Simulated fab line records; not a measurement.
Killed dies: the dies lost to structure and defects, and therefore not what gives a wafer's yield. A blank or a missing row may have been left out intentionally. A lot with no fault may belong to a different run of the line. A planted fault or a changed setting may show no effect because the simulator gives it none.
Which of the tools did it? || flow nand-harc || 12 lots with 36 wafers sampled at 7 steps, on a route of 1302 steps

WHAT THE GAUGES SHOWED, per wafer
NHARC_A_M1_CD_MEAS_09: the cd target is 120 nm. Usual: cd-nm 119.9 nm, standard deviation 0.75.
{"lot": "L312", "measured": "day 24 02:50", "on": "cd-sem-02", "cd-nm (nm)": "120.7 119.7 119.9", "flag": ""}
{"lot": "L315", "measured": "day 25 03:33", "on": "cd-sem-01", "cd-nm (nm)": "119.1 119.4 118.8", "flag": ""}
{"lot": "L316", "measured": "day 25 07:50", "on": "cd-sem-03", "cd-nm (nm)": "119.3 118.7 120.8", "flag": ""}
{"lot": "L318", "measured": "day 26 18:08", "on": "cd-sem-01", "cd-nm (nm)": "120.3 120.0 120.5", "flag": ""}
{"lot": "L320", "measured": "day 27 08:01", "on": "cd-sem-02", "cd-nm (nm)": "120.2 119.2 120.3", "flag": ""}
{"lot": "L326", "measured": "day 30 17:48", "on": "cd-sem-03", "cd-nm (nm)": "121.1 121.3 119.7", "flag": ""}
{"lot": "L327", "measured": "day 30 21:04", "on": "cd-sem-02", "cd-nm (nm)": "119.1 119.1 120.3", "flag": ""}
{"lot": "L329", "measured": "day 30 23:51", "on": "cd-sem-03", "cd-nm (nm)": "120.3 119.6 119.6", "flag": ""}
{"lot": "L328", "measured": "day 31 03:22", "on": "cd-sem-03", "cd-nm (nm)": "120.4 120.0 120.4", "flag": ""}
{"lot": "L331", "measured": "day 31 19:23", "on": "cd-sem-02", "cd-nm (nm)": "118.5 120.2 119.8", "flag": ""}
{"lot": "L332", "measured": "day 31 22:16", "on": "cd-sem-03", "cd-nm (nm)": "119.8 120.0 118.8", "flag": ""}
{"lot": "L330", "measured": "day 32 20:18", "on": "cd-sem-01", "cd-nm (nm)": "120.9 120.4 121.8", "flag": ""}

NHARC_A_M1_THK_MEAS_24: measures by xrf. Usual: thk-nm 154.6 nm, standard deviation 1.8.
{"lot": "L312", "measured": "day 24 05:29", "on": "film-metro-01", "thk-nm (nm)": "155.0 156.3 156.2", "flag": ""}
{"lot": "L315", "measured": "day 25 06:17", "on": "film-metro-02", "thk-nm (nm)": "154.2 155.0 155.2", "flag": ""}
{"lot": "L316", "measured": "day 25 10:26", "on": "film-metro-01", "thk-nm (nm)": "153.5 153.5 153.4", "flag": ""}
{"lot": "L318", "measured": "day 26 20:48", "on": "film-metro-02", "thk-nm (nm)": "153.8 153.5 153.8", "flag": ""}
{"lot": "L320", "measured": "day 27 10:37", "on": "film-metro-01", "thk-nm (nm)": "154.2 152.2 150.5", "flag": ""}
{"lot": "L326", "measured": "day 30 20:25", "on": "film-metro-02", "thk-nm (nm)": "31.2 30.2 30.6", "flag": "OFF"}
{"lot": "L327", "measured": "day 30 23:41", "on": "film-metro-02", "thk-nm (nm)": "30.2 28.7 29.2", "flag": "OFF"}
{"lot": "L329", "measured": "day 31 02:27", "on": "film-metro-02", "thk-nm (nm)": "153.6 154.2 151.4", "flag": ""}
{"lot": "L328", "measured": "day 31 06:22", "on": "film-metro-01", "thk-nm (nm)": "31.9 29.0 30.0", "flag": "OFF"}
{"lot": "L331", "measured": "day 31 21:59", "on": "film-metro-01", "thk-nm (nm)": "152.6 153.5 150.0", "flag": ""}
{"lot": "L332", "measured": "day 32 00:53", "on": "film-metro-02", "thk-nm (nm)": "158.4 155.4 156.0", "flag": ""}
{"lot": "L330", "measured": "day 32 22:54", "on": "film-metro-02", "thk-nm (nm)": "155.7 156.0 156.3", "flag": ""}

NHARC_END_SORT_01. Usual: defect-limited-yield is 90 % with standard deviation 4.1, killed-at-array is 63 with standard deviation 27, killed-at-other is 0.7 with standard deviation 1.2, killed-at-periphery is 3.1 with standard deviation 2, killed-dies is 67 with standard deviation 28, killed-open is 3.0 with standard deviation 1.9, and killed-short is 2.2 with standard deviation 1.5.
{"lot": "L312", "measured": "day 25 13:47", "on": "prober-02", "defect-limited-yield (%)": "87 89 86", "killed-at-array": "84 74 91", "killed-at-other": "0 0 0", "killed-at-periphery": "4 3 4", "killed-dies": "88 77 95", "killed-open": "3 2 10", "killed-short": "1 2 2", "flag": ""}
{"lot": "L315", "measured": "day 26 16:31", "on": "prober-02", "defect-limited-yield (%)": "96 96 97", "killed-at-array": "21 23 20", "killed-at-other": "0 0 1", "killed-at-periphery": "6 1 2", "killed-dies": "27 24 23", "killed-open": "3 3 3", "killed-short": "3 1 2", "flag": ""}
{"lot": "L316", "measured": "day 26 23:11", "on": "prober-01", "defect-limited-yield (%)": "84 83 82", "killed-at-array": "100 117 118", "killed-at-other": "0 0 3", "killed-at-periphery": "6 1 3", "killed-dies": "106 118 124", "killed-open": "6 5 6", "killed-short": "4 0 6", "flag": ""}
{"lot": "L318", "measured": "day 28 06:05", "on": "prober-01", "defect-limited-yield (%)": "89 88 90", "killed-at-array": "71 74 63", "killed-at-other": "4 6 5", "killed-at-periphery": "1 2 2", "killed-dies": "76 82 70", "killed-open": "3 1 4", "killed-short": "1 4 0", "flag": "OFF"}
{"lot": "L320", "measured": "day 28 22:20", "on": "prober-01", "defect-limited-yield (%)": "91 91 90", "killed-at-array": "55 56 62", "killed-at-other": "2 2 3", "killed-at-periphery": "4 6 6", "killed-dies": "61 64 71", "killed-open": "2 4 3", "killed-short": "3 2 4", "flag": ""}
{"lot": "L326", "measured": "day 32 08:10", "on": "prober-02", "defect-limited-yield (%)": "0 0 0", "killed-at-array": "673 673 672", "killed-at-other": "0 0 0", "killed-at-periphery": "4 4 5", "killed-dies": "677 677 677", "killed-open": "6 1 2", "killed-short": "1 4 5", "flag": "OFF"}
{"lot": "L327", "measured": "day 32 05:50", "on": "prober-01", "defect-limited-yield (%)": "0 0 0", "killed-at-array": "673 674 674", "killed-at-other": "0 1 0", "killed-at-periphery": "4 2 3", "killed-dies": "677 677 677", "killed-open": "1 0 2", "killed-short": "2 1 0", "flag": "OFF"}
{"lot": "L329", "measured": "day 32 22:00", "on": "prober-01", "defect-limited-yield (%)": "94 95 95", "killed-at-array": "37 27 28", "killed-at-other": "0 0 1", "killed-at-periphery": "2 5 2", "killed-dies": "39 32 31", "killed-open": "7 7 5", "killed-short": "1 1 0", "flag": ""}
{"lot": "L328", "measured": "day 33 04:20", "on": "prober-02", "defect-limited-yield (%)": "0 0 0", "killed-at-array": "671 676 676", "killed-at-other": "1 0 1", "killed-at-periphery": "5 1 0", "killed-dies": "677 677 677", "killed-open": "4 3 2", "killed-short": "4 2 4", "flag": "OFF"}
{"lot": "L331", "measured": "day 33 13:41", "on": "prober-01", "defect-limited-yield (%)": "91 90 90", "killed-at-array": "61 67 63", "killed-at-other": "0 2 1", "killed-at-periphery": "1 1 5", "killed-dies": "62 70 69", "killed-open": "3 3 3", "killed-short": "1 4 3", "flag": ""}
{"lot": "L332", "measured": "day 33 23:48", "on": "prober-02", "defect-limited-yield (%)": "94 95 94", "killed-at-array": "34 33 39", "killed-at-other": "4 1 0", "killed-at-periphery": "5 2 4", "killed-dies": "43 36 43", "killed-open": "2 3 3", "killed-short": "2 1 2", "flag": ""}
{"lot": "L330", "measured": "day 34 16:57", "on": "prober-01", "defect-limited-yield (%)": "94 91 93", "killed-at-array": "40 51 40", "killed-at-other": "0 0 0", "killed-at-periphery": "3 7 5", "killed-dies": "43 58 45", "killed-open": "1 6 1", "killed-short": "1 1 2", "flag": ""}

WHAT TOOL EACH LOT RAN ON (gives the tool, then ch and the chambers of the sampled wafers, and finally the start)
{"lot": "L312", "NHARC_A_M1_DEGAS_29": "pvd-sputter-03, day 24 04:05", "NHARC_A_M1_ECD_22": "ecd-cu-02 ch 0,1, day 24 04:27", "NHARC_A_M1_ANNEAL_31": "rtp-anneal-01 ch 0, day 24 04:50", "NHARC_A_M1_CMP_23": "cmp-01 ch 0,1,2, day 24 05:10"}
{"lot": "L315", "NHARC_A_M1_DEGAS_29": "pvd-sputter-03, day 25 04:49", "NHARC_A_M1_ECD_22": "ecd-cu-01 ch 1, day 25 05:14", "NHARC_A_M1_ANNEAL_31": "rtp-anneal-02 ch 0, day 25 05:40", "NHARC_A_M1_CMP_23": "cmp-01 ch 0,1,2, day 25 06:00"}
{"lot": "L316", "NHARC_A_M1_DEGAS_29": "pvd-sputter-03, day 25 09:02", "NHARC_A_M1_ECD_22": "ecd-cu-01 ch 0,1, day 25 09:27", "NHARC_A_M1_ANNEAL_31": "rtp-anneal-01 ch 0, day 25 09:46", "NHARC_A_M1_CMP_23": "cmp-03 ch 0,1,2, day 25 10:12"}
{"lot": "L318", "NHARC_A_M1_DEGAS_29": "pvd-sputter-03, day 26 19:25", "NHARC_A_M1_ECD_22": "ecd-cu-01 ch 0,1, day 26 19:49", "NHARC_A_M1_ANNEAL_31": "rtp-anneal-02 ch 0, day 26 20:08", "NHARC_A_M1_CMP_23": "cmp-03 ch 0,2, day 26 20:29"}
{"lot": "L320", "NHARC_A_M1_DEGAS_29": "pvd-sputter-01, day 27 09:13", "NHARC_A_M1_ECD_22": "ecd-cu-01 ch 0,1, day 27 09:38", "NHARC_A_M1_ANNEAL_31": "rtp-anneal-01 ch 0, day 27 10:01", "NHARC_A_M1_CMP_23": "cmp-03 ch 0,2,3, day 27 10:20"}
{"lot": "L326", "NHARC_A_M1_DEGAS_29": "pvd-sputter-03, day 30 19:01", "NHARC_A_M1_ECD_22": "ecd-cu-02 ch 0,1, day 30 19:31", "NHARC_A_M1_ANNEAL_31": "rtp-anneal-01 ch 0, day 30 19:54", "NHARC_A_M1_CMP_23": "cmp-01 ch 1,2,3, day 30 20:10"}
{"lot": "L327", "NHARC_A_M1_DEGAS_29": "pvd-sputter-01, day 30 22:17", "NHARC_A_M1_ECD_22": "ecd-cu-01 ch 0,1, day 30 22:41", "NHARC_A_M1_ANNEAL_31": "rtp-anneal-01 ch 0, day 30 23:01", "NHARC_A_M1_CMP_23": "cmp-01 ch 0,2, day 30 23:22"}
{"lot": "L329", "NHARC_A_M1_DEGAS_29": "pvd-sputter-01, day 31 01:04", "NHARC_A_M1_ECD_22": "ecd-cu-02 ch 0, day 31 01:28", "NHARC_A_M1_ANNEAL_31": "rtp-anneal-01 ch 0, day 31 01:51", "NHARC_A_M1_CMP_23": "cmp-02 ch 1,2,3, day 31 02:10"}
{"lot": "L328", "NHARC_A_M1_DEGAS_29": "pvd-sputter-03, day 31 04:35", "NHARC_A_M1_ECD_22": "ecd-cu-01 ch 0,1, day 31 05:19", "NHARC_A_M1_ANNEAL_31": "rtp-anneal-01 ch 0, day 31 05:46", "NHARC_A_M1_CMP_23": "cmp-01 ch 0,1,3, day 31 06:08"}
{"lot": "L331", "NHARC_A_M1_DEGAS_29": "pvd-sputter-03, day 31 20:35", "NHARC_A_M1_ECD_22": "ecd-cu-01 ch 0,1, day 31 20:56", "NHARC_A_M1_ANNEAL_31": "rtp-anneal-02 ch 0, day 31 21:19", "NHARC_A_M1_CMP_23": "cmp-02 ch 1,3, day 31 21:41"}
{"lot": "L332", "NHARC_A_M1_DEGAS_29": "pvd-sputter-01, day 31 23:28", "NHARC_A_M1_ECD_22": "ecd-cu-02 ch 0,1, day 31 23:50", "NHARC_A_M1_ANNEAL_31": "rtp-anneal-01 ch 0, day 32 00:16", "NHARC_A_M1_CMP_23": "cmp-01 ch 0,1,2, day 32 00:34"}
{"lot": "L330", "NHARC_A_M1_DEGAS_29": "pvd-sputter-03, day 32 21:31", "NHARC_A_M1_ECD_22": "ecd-cu-02 ch 0,1, day 32 21:55", "NHARC_A_M1_ANNEAL_31": "rtp-anneal-01 ch 0, day 32 22:14", "NHARC_A_M1_CMP_23": "cmp-01 ch 0,1,3, day 32 22:38"}
- NHARC_A_M1_DEGAS_29: time 60 s.
- NHARC_A_M1_ECD_22: material Cu, target thk 400 nm.
- NHARC_A_M1_ANNEAL_31: time 90 s.
- NHARC_A_M1_CMP_23: polishes, t overpolish 20 s, target thk 154.34 nm.

WHAT THE TOOLS THEMSELVES READ (means of the sampled wafers that have a number; where no wafer has one, the mark that the record gives instead)
NHARC_A_M1_DEGAS_29. Usual: heater-power-w 347 W, standard deviation 37.
{"lot": "L312", "tool": "pvd-sputter-03", "heater-power-w (W)": 326, "flag": ""}
{"lot": "L315", "tool": "pvd-sputter-03", "heater-power-w (W)": 348, "flag": ""}
{"lot": "L316", "tool": "pvd-sputter-03", "heater-power-w (W)": 290, "flag": ""}
{"lot": "L318", "tool": "pvd-sputter-03", "heater-power-w (W)": 322, "flag": ""}
{"lot": "L320", "tool": "pvd-sputter-01", "heater-power-w (W)": 362, "flag": ""}
{"lot": "L326", "tool": "pvd-sputter-03", "heater-power-w (W)": 318, "flag": ""}
{"lot": "L327", "tool": "pvd-sputter-01", "heater-power-w (W)": 369, "flag": ""}
{"lot": "L329", "tool": "pvd-sputter-01", "heater-power-w (W)": 368, "flag": ""}
{"lot": "L328", "tool": "pvd-sputter-03", "heater-power-w (W)": 299, "flag": ""}
{"lot": "L331", "tool": "pvd-sputter-03", "heater-power-w (W)": 317, "flag": ""}
{"lot": "L332", "tool": "pvd-sputter-01", "heater-power-w (W)": 360, "flag": ""}
{"lot": "L330", "tool": "pvd-sputter-03", "heater-power-w (W)": 318, "flag": ""}

NHARC_A_M1_ECD_22. Usual: bath-heat-duty-pct 5.8 %, standard deviation 0.59; bath-temp-c 25.01 C, standard deviation 0.11.
{"lot": "L312", "tool": "ecd-cu-02", "bath-heat-duty-pct (%)": 6.0, "bath-temp-c (C)": 24.98, "flag": ""}
{"lot": "L315", "tool": "ecd-cu-01", "bath-heat-duty-pct (%)": 6.2, "bath-temp-c (C)": 24.81, "flag": ""}
{"lot": "L316", "tool": "ecd-cu-01", "bath-heat-duty-pct (%)": 6.1, "bath-temp-c (C)": 25.06, "flag": ""}
{"lot": "L318", "tool": "ecd-cu-01", "bath-heat-duty-pct (%)": 6.7, "bath-temp-c (C)": 24.97, "flag": ""}
{"lot": "L320", "tool": "ecd-cu-01", "bath-heat-duty-pct (%)": 5.4, "bath-temp-c (C)": 25.11, "flag": ""}
{"lot": "L326", "tool": "ecd-cu-02", "bath-heat-duty-pct (%)": "-", "bath-temp-c (C)": "-", "flag": "OFF"}
{"lot": "L327", "tool": "ecd-cu-01", "bath-heat-duty-pct (%)": "-", "bath-temp-c (C)": "-", "flag": "OFF"}
{"lot": "L329", "tool": "ecd-cu-02", "bath-heat-duty-pct (%)": 5.8, "bath-temp-c (C)": 24.85, "flag": ""}
{"lot": "L328", "tool": "ecd-cu-01", "bath-heat-duty-pct (%)": "-", "bath-temp-c (C)": "-", "flag": "OFF"}
{"lot": "L331", "tool": "ecd-cu-01", "bath-heat-duty-pct (%)": 5.9, "bath-temp-c (C)": 24.96, "flag": ""}
{"lot": "L332", "tool": "ecd-cu-02", "bath-heat-duty-pct (%)": 5.3, "bath-temp-c (C)": 25.13, "flag": ""}
{"lot": "L330", "tool": "ecd-cu-02", "bath-heat-duty-pct (%)": 5.6, "bath-temp-c (C)": 24.91, "flag": ""}

NHARC_A_M1_ANNEAL_31. Usual: wafer_temp_C_max 226.1, standard deviation 0.35.
{"lot": "L312", "tool": "rtp-anneal-01", "wafer_temp_C_max": 225.7, "flag": ""}
{"lot": "L315", "tool": "rtp-anneal-02", "wafer_temp_C_max": 226.3, "flag": ""}
{"lot": "L316", "tool": "rtp-anneal-01", "wafer_temp_C_max": 226.0, "flag": ""}
{"lot": "L318", "tool": "rtp-anneal-02", "wafer_temp_C_max": 226.5, "flag": ""}
{"lot": "L320", "tool": "rtp-anneal-01", "wafer_temp_C_max": 225.7, "flag": ""}
{"lot": "L326", "tool": "rtp-anneal-01", "wafer_temp_C_max": 226.1, "flag": ""}
{"lot": "L327", "tool": "rtp-anneal-01", "wafer_temp_C_max": 225.8, "flag": ""}
{"lot": "L329", "tool": "rtp-anneal-01", "wafer_temp_C_max": 226.4, "flag": ""}
{"lot": "L328", "tool": "rtp-anneal-01", "wafer_temp_C_max": 225.9, "flag": ""}
{"lot": "L331", "tool": "rtp-anneal-02", "wafer_temp_C_max": 226.6, "flag": ""}
{"lot": "L332", "tool": "rtp-anneal-01", "wafer_temp_C_max": 225.9, "flag": ""}
{"lot": "L330", "tool": "rtp-anneal-01", "wafer_temp_C_max": 226.2, "flag": ""}

NHARC_A_M1_CMP_23. Usual: motor-current-A 11.9 A, standard deviation 1.2; time-to-endpoint-s 29 s, standard deviation 4.2.
{"lot": "L312", "tool": "cmp-01", "motor-current-A (A)": 11.5, "time-to-endpoint-s (s)": 35, "flag": ""}
{"lot": "L315", "tool": "cmp-01", "motor-current-A (A)": 11.9, "time-to-endpoint-s (s)": 31, "flag": ""}
{"lot": "L316", "tool": "cmp-03", "motor-current-A (A)": 11.7, "time-to-endpoint-s (s)": 25, "flag": ""}
{"lot": "L318", "tool": "cmp-03", "motor-current-A (A)": 11.2, "time-to-endpoint-s (s)": 25, "flag": ""}
{"lot": "L320", "tool": "cmp-03", "motor-current-A (A)": 11.4, "time-to-endpoint-s (s)": 25, "flag": ""}
{"lot": "L326", "tool": "cmp-01", "motor-current-A (A)": 11.3, "time-to-endpoint-s (s)": 6, "flag": "OFF"}
{"lot": "L327", "tool": "cmp-01", "motor-current-A (A)": 12.3, "time-to-endpoint-s (s)": 6, "flag": "OFF"}
{"lot": "L329", "tool": "cmp-02", "motor-current-A (A)": 12.2, "time-to-endpoint-s (s)": 28, "flag": ""}
{"lot": "L328", "tool": "cmp-01", "motor-current-A (A)": 11.9, "time-to-endpoint-s (s)": 6, "flag": "OFF"}
{"lot": "L331", "tool": "cmp-02", "motor-current-A (A)": 12.7, "time-to-endpoint-s (s)": 26, "flag": ""}
{"lot": "L332", "tool": "cmp-01", "motor-current-A (A)": 11.7, "time-to-endpoint-s (s)": 31, "flag": ""}
{"lot": "L330", "tool": "cmp-01", "motor-current-A (A)": 11.9, "time-to-endpoint-s (s)": 30, "flag": ""}

THE ANSWER, worked out from the rows above alone
Rule: lot off if the mean of its wafers having a number is beyond 3 standard deviations from the usual mean. A lot without any number at a reading at which 4 lots or more have one is off too. All remaining lots with rows at the step are treated as sound. The gauges are gone through in route order, then the tools' own readings, and for those a lot's mean is taken as printed above. At the first step where some lot is off, the reading lying furthest off is the one used; lots without a number count as furthest.
Off: L326, L327, L328 (NHARC_A_M1_THK_MEAS_24, thk-nm).
If a tool, at a process step before that reading, ran all the lots that are off and no sound lot after the first of them, it fits. Not tried: the gauges at NHARC_A_M1_THK_MEAS_24; whatever is off there is also off at NHARC_END_SORT_01, on other tools, and gauge error can't account for it. No candidate that was tried fits.

WHAT THE SIMULATOR PUT IN
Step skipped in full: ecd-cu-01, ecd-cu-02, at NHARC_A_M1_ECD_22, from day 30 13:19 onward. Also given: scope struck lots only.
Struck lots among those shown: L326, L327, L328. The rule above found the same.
